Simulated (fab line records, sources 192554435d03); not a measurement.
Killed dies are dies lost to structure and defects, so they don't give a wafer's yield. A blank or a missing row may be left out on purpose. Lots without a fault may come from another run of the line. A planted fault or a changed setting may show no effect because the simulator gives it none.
Split-lot experiment | flow n5_finfet | 7 lots, 39 wafers read, on a route of 1938 steps

THE SPLIT
At N5_SD_EPI_P_EPI_21 (deposits SiGe:B, time 355 s), the setting time_s was moved away from the recipe's 355 s on 9 of the 39 wafers read, by -41.7% to -21.2%. The other wafers ran this setting at the recipe's value.

The reading is taken at the split's own step.

THE READING
SiGe-B_of_SD_EPI_P_EPI_21.thk_nm (the simulator's own value, which no gauge read), in nm, at N5_SD_EPI_P_EPI_21 (deposits SiGe:B, time 355 s). The file gives no usual value for it. The 30 wafers here that ran the recipe average 61.2 nm, standard deviation 0.57 nm.

wafer  | tool, chamber at the split | time_s as run, s | against the recipe | SiGe-B_of_SD_EPI_P_EPI_21.thk_nm, nm | against lot-mates on the recipe
L075.1 | epi_rpcvd-04, 0            | 207.1            | -41.7%             | 38.6                                 | -22.5
L075.2 | epi_rpcvd-04, 0            | 355              | recipe             | 60.8                                 | -
L075.3 | epi_rpcvd-04, 0            | 355              | recipe             | 61.2                                 | -
L075.4 | epi_rpcvd-04, 0            | 207.1            | -41.7%             | 38.4                                 | -22.7
L075.5 | epi_rpcvd-04, 0            | 207.1            | -41.7%             | 38.8                                 | -22.3
L075.6 | epi_rpcvd-04, 0            | 355              | recipe             | 61.4                                 | -
L076.1 | epi_rpcvd-04, 0            | 279.6            | -21.2%             | 52.4                                 | -8.7
L076.2 | epi_rpcvd-04, 0            | 279.6            | -21.2%             | 52.8                                 | -8.3
L076.3 | epi_rpcvd-04, 0            | 355              | recipe             | 60.6                                 | -
L076.4 | epi_rpcvd-04, 0            | 355              | recipe             | 61.2                                 | -
L076.5 | epi_rpcvd-04, 0            | 355              | recipe             | 61.6                                 | -
L076.6 | epi_rpcvd-04, 0            | 279.6            | -21.2%             | 52.6                                 | -8.5
L078.1 | epi_rpcvd-01, 0            | 355              | recipe             | 62                                   | -
L078.2 | epi_rpcvd-01, 0            | 355              | recipe             | 62                                   | -
L078.4 | epi_rpcvd-01, 0            | 355              | recipe             | 62                                   | -
L078.6 | epi_rpcvd-01, 0            | 355              | recipe             | 62                                   | -
L078.3 | epi_rpcvd-01, 0            | 355              | recipe             | 61.6                                 | -
L078.5 | epi_rpcvd-01, 0            | 355              | recipe             | 61.6                                 | -
L082.1 | epi_rpcvd-04, 0            | 355              | recipe             | 60.2                                 | -
L082.3 | epi_rpcvd-04, 0            | 355              | recipe             | 61                                   | -
L082.4 | epi_rpcvd-04, 0            | 355              | recipe             | 61.2                                 | -
L085.1 | epi_rpcvd-03, 0            | 245              | -31.0%             | 45.8                                 | -15.5
L085.6 | epi_rpcvd-03, 0            | 245              | -31.0%             | 45.8                                 | -15.5
L085.2 | epi_rpcvd-03, 0            | 245              | -31.0%             | 45.6                                 | -15.7
L085.3 | epi_rpcvd-03, 0            | 355              | recipe             | 61.2                                 | -
L085.4 | epi_rpcvd-03, 0            | 355              | recipe             | 61.2                                 | -
L085.5 | epi_rpcvd-03, 0            | 355              | recipe             | 61.4                                 | -
L092.1 | epi_rpcvd-01, 0            | 355              | recipe             | 60.4                                 | -
L092.2 | epi_rpcvd-01, 0            | 355              | recipe             | 61.2                                 | -
L092.3 | epi_rpcvd-01, 0            | 355              | recipe             | 61.4                                 | -
L092.4 | epi_rpcvd-01, 0            | 355              | recipe             | 61.6                                 | -
L092.5 | epi_rpcvd-01, 0            | 355              | recipe             | 61.8                                 | -
L092.6 | epi_rpcvd-01, 0            | 355              | recipe             | 61.8                                 | -
L094.1 | epi_rpcvd-01, 0            | 355              | recipe             | 60.2                                 | -
L094.5 | epi_rpcvd-01, 0            | 355              | recipe             | 60.2                                 | -
L094.2 | epi_rpcvd-01, 0            | 355              | recipe             | 60.4                                 | -
L094.4 | epi_rpcvd-01, 0            | 355              | recipe             | 60.4                                 | -
L094.3 | epi_rpcvd-01, 0            | 355              | recipe             | 60.8                                 | -
L094.6 | epi_rpcvd-01, 0            | 355              | recipe             | 61                                   | -

THE FIT
A straight line over all 39 wafers: SiGe-B_of_SD_EPI_P_EPI_21.thk_nm changes by +0.512 nm for each +1% of time_s; r = +0.99; the points scatter about the line by 0.91 nm.
The same after taking each lot's own level away (the mean of its wafers on the recipe; 39 wafers): +0.512 nm for each +1%; r = +0.99; scatter 0.81 nm.
On that fit, the largest move of time_s shifts the reading by 21 nm.
The lots' own levels span 60.50 to 61.87 nm, that is 2.4 times the standard deviation above.
So the lot-to-lot level changes the slope little: the two slopes agree.
Check: with one of the wafers moved furthest among these (-41.7%) left out of the fit, the line predicts -20.9 nm for it against its lot-mates. It came out at -22.5 nm against them.

OTHER SPLITS ON THESE WAFERS
These wafers also went through other splits before the reading. Each is held against what the fit with the lots' levels taken away leaves over:
other split on the same wafers       | wafers away from the commonest value | r with SiGe-B_of_SD_EPI_P_EPI_21.thk_nm (lot level and that fit taken away)
N5_ZERO_LAYER_PECVD_02 time_s        | 15                                   | +0.16
N5_FIN_SAQP_PECVD_47 time_s          | 15                                   | -0.17
N5_SD_EPI_N_EPI_21 epi_growth_time_s | 15                                   | -0.14

THE WHOLE CHAIN: every reading that the file lists as answering this split, in the file's order
step                    | what it does                | reading                                                                           | change (the file's fit)               | r (the file's)
N5_SD_EPI_P_EPI_21      | deposits SiGe:B, time 355 s | SiGe-B_of_SD_EPI_P_EPI_21.thk_nm (the simulator's own value, which no gauge read) | +0.509 nm for each +1% of the setting | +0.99
N5_SD_EPI_P_EPI_MEAS_23 |                             | thk_nm                                                                            | withheld for each +1% of the setting  | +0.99

THE FILE'S OWN FIT
SiGe-B_of_SD_EPI_P_EPI_21.thk_nm changes by +0.509 nm for each +1% of time_s, r = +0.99.
